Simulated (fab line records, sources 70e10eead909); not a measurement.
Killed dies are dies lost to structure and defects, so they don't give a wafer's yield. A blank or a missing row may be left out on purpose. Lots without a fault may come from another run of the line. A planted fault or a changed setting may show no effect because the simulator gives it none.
Chamber matching | flow nand_harc | NHARC_A_STAIRCASE_DESCUM_252 on rie_diel-04: 4 sister chambers
The step chemistry O2, time 3 s. 22 wafers are shown with their chamber, then 11 later ones without.

WAFERS WITH THEIR CHAMBER
wafer  | chamber | showerhead_plenum_p_Torr (Torr) | drypump_motor_current_A (A) | oes_product_au (a.u.)
L078.1 | 2       | 1.94                            | 6.5                         | 1.007
L078.3 | 0       | 1.84                            | 6.4                         | 1.011
L078.6 | 2       | 1.94                            | 6.4                         | 1.002
L074.1 | 2       | 1.94                            | 6.4                         | 1.016
L074.5 | 3       | 2.06                            | 5.1                         | 0.994
L074.6 | 2       | 1.94                            | 6.4                         | 1.007
L079.4 | 1       | 1.95                            | 5.4                         | 0.998
L079.5 | 0       | 1.84                            | 6.5                         | 1.006
L079.6 | 3       | 2.06                            | 5.1                         | 0.991
L082.1 | 2       | 1.94                            | 6.4                         | 1.018
L082.2 | 1       | 1.95                            | 5.4                         | 1.006
L082.5 | 3       | 2.06                            | 5.1                         | 0.997
L083.2 | 1       | 1.95                            | 5.4                         | 1.004
L083.3 | 3       | 2.05                            | 5.1                         | 0.995
L083.5 | 1       | 1.95                            | 5.4                         | 1.000
L087.1 | 0       | 1.84                            | 6.4                         | 0.998
L087.2 | 2       | 1.94                            | 6.4                         | 0.994
L087.6 | 3       | 2.05                            | 5.1                         | 0.983
L085.1 | 3       | 2.05                            | 5.1                         | 0.988
L085.2 | 0       | 1.84                            | 6.5                         | 1.002
L085.6 | 2       | 1.94                            | 6.4                         | 0.999
L086.1 | 1       | 1.94                            | 5.4                         | 1.004

SIGNATURES (means of the wafers above)
reading                  | chamber 0 | chamber 1 | chamber 2 | chamber 3 | scatter within a chamber
showerhead_plenum_p_Torr | 1.8400    | 1.9480    | 1.9400    | 2.0550    | 0.00357
drypump_motor_current_A  | 6.450     | 5.400     | 6.414     | 5.100     | 0.0321
oes_product_au           | 1.00425   | 1.00240   | 1.00614   | 0.99133   | 0.00634
Rule: a wafer's distance from a chamber is the root of the sum, over the readings, of the square of ((its reading less the chamber's mean) divided by the reading's scatter). The wafer belongs to the nearest chamber; if the next one is less than 2 further off, it can't be placed. The scatter: the root of (the sum of the squares of (reading less its chamber's mean) over the shown wafers, divided by (wafers less chambers)).

WAFERS WITHOUT THEIR CHAMBER
wafer  | showerhead_plenum_p_Torr (Torr) | drypump_motor_current_A (A) | oes_product_au (a.u.)
L086.3 | 1.83                            | 6.4                         | 1.005
L086.5 | 2.05                            | 5.1                         | 0.996
L093.1 | 1.93                            | 6.4                         | 1.010
L093.2 | 1.83                            | 6.4                         | 0.987
L093.6 | 1.83                            | 6.4                         | 1.000
L094.1 | 2.05                            | 5.1                         | 1.000
L094.3 | 1.94                            | 5.4                         | 1.007
L094.6 | 2.05                            | 5.1                         | 0.998
L096.1 | 1.93                            | 6.5                         | 1.007
L096.4 | 1.83                            | 6.4                         | 1.008
L096.5 | 1.94                            | 5.4                         | 1.013

WHICH CHAMBER EACH WENT THROUGH
wafer  | from the rows above | in truth
L086.3 | 0                   | 0
L086.5 | 3                   | 3
L093.1 | 2                   | 2
L093.2 | 0                   | 0
L093.6 | 0                   | 0
L094.1 | 3                   | 3
L094.3 | 1                   | 1
L094.6 | 3                   | 3
L096.1 | 2                   | 2
L096.4 | 0                   | 0
L096.5 | 1                   | 1
Placed correctly: 11 of 11. Can't be placed from these rows: 0. Placed wrongly: 0.
